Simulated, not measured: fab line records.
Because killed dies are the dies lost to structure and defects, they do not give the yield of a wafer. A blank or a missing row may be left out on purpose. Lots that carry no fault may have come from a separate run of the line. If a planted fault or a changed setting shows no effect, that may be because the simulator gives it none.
Split-lot trial | flow n5_finfet | 21 wafers read across 7 lots, on a route 1938 steps long

== ON THE SPLIT ==
At N5_BEOL_M15_COAT_22 (resist thk 800 nm), the setting spin_rpm was moved away from the recipe's 1704 rpm on 10 of the 21 wafers read, by -10.7% to +10.6%. The other wafers ran this setting at the recipe's value.

== FROM THE SPLIT TO THE READING: what the file shows between them, 3 steps ==
- N5_BEOL_M15_EBR_24
- N5_BEOL_M15_SOFTBAKE_23: time 60 s
- N5_BEOL_M15_DESCUM_33: chemistry O2, time 7.9 s

== THE READING ==
coat_of_BEOL_M15_COAT_22.thk_nm (the simulator's own value, which no gauge read), in nm, at N5_BEOL_M15_ETCH_61 (etches BARC in N2/H2, target depth 89 nm, overetch 26.7 nm, time 67.9 s). The file gives no usual value for it. Average 717.7 nm, standard deviation 2.4 nm, over the 11 wafers here run with the recipe.

wafer  | tool, chamber at the split | spin_rpm as run, rpm | against the recipe | coat_of_BEOL_M15_COAT_22.thk_nm, nm | against lot-mates on the recipe
L076.1 | litho_track-05, 0          | 1809                 | +6.2%              | 695.8                               | -21.3
L076.2 | litho_track-05, 0          | 1704                 | recipe             | 716.6                               | -
L076.5 | litho_track-05, 0          | 1704                 | recipe             | 717.6                               | -
L077.2 | litho_track-03, 0          | 1522                 | -10.7%             | 765.6                               | no lot-mate on the recipe
L077.3 | litho_track-03, 0          | 1522                 | -10.7%             | 763.4                               | no lot-mate on the recipe
L077.4 | litho_track-03, 0          | 1522                 | -10.7%             | 764.4                               | no lot-mate on the recipe
L085.2 | litho_track-04, 0          | 1534                 | -10.0%             | 760                                 | +44.3
L085.3 | litho_track-04, 0          | 1704                 | recipe             | 713.8                               | -
L085.5 | litho_track-04, 0          | 1704                 | recipe             | 717.6                               | -
L089.1 | litho_track-03, 0          | 1871                 | +9.8%              | 680.4                               | no lot-mate on the recipe
L089.4 | litho_track-03, 0          | 1871                 | +9.8%              | 679.4                               | no lot-mate on the recipe
L089.5 | litho_track-03, 0          | 1871                 | +9.8%              | 681.8                               | no lot-mate on the recipe
L094.2 | litho_track-04, 0          | 1587                 | -6.9%              | 745.6                               | +30.1
L094.4 | litho_track-04, 0          | 1704                 | recipe             | 715                                 | -
L094.6 | litho_track-04, 0          | 1704                 | recipe             | 716                                 | -
L096.2 | litho_track-03, 0          | 1704                 | recipe             | 716.4                               | -
L096.5 | litho_track-03, 0          | 1704                 | recipe             | 719.8                               | -
L096.6 | litho_track-03, 0          | 1704                 | recipe             | 719.6                               | -
L097.2 | litho_track-05, 0          | 1704                 | recipe             | 721.6                               | -
L097.4 | litho_track-05, 0          | 1885                 | +10.6%             | 680.6                               | -40.7
L097.5 | litho_track-05, 0          | 1704                 | recipe             | 721                                 | -

THE FIT
A straight line over all 21 wafers: coat_of_BEOL_M15_COAT_22.thk_nm changes by -4.02 nm for each +1% of spin_rpm; r = -1.00; the points scatter about the line by 2.6 nm.
The same after taking each lot's own level away (the mean of its wafers on the recipe; 15 wafers): -4.07 nm for each +1%; r = -1.00; scatter 1.9 nm.
According to that fit, moving spin_rpm by its largest amount changes the reading by 44 nm.
The lots' own levels span 715.50 to 721.30 nm, that is 2.4 times the standard deviation above.
So the lot-to-lot level changes the slope little: the two slopes agree.
Check: with one of the wafers moved furthest among these (+10.6%) left out of the fit, the line predicts -43.9 nm for it against its lot-mates. Against them it came out at -40.7 nm.

== THE WHOLE CHAIN: every reading that the file lists as answering this split, in the file's order ==
step                | what it does                                                            | reading                                                                          | change (the file's fit)              | r (the file's)
N5_BEOL_M15_COAT_22 | resist thk 800 nm                                                       | coat_of_BEOL_M15_COAT_22.thk_nm (the simulator's own value, which no gauge read) | -3.93 nm for each +1% of the setting | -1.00
N5_BEOL_M15_ETCH_61 | etches BARC in N2/H2, target depth 89 nm, overetch 26.7 nm, time 67.9 s | coat_of_BEOL_M15_COAT_22.thk_nm (the simulator's own value, which no gauge read) | -4.07 nm for each +1% of the setting | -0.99

== FILE'S OWN FIT ==
coat_of_BEOL_M15_COAT_22.thk_nm changes by -4.07 nm for each +1% of spin_rpm, r = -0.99.
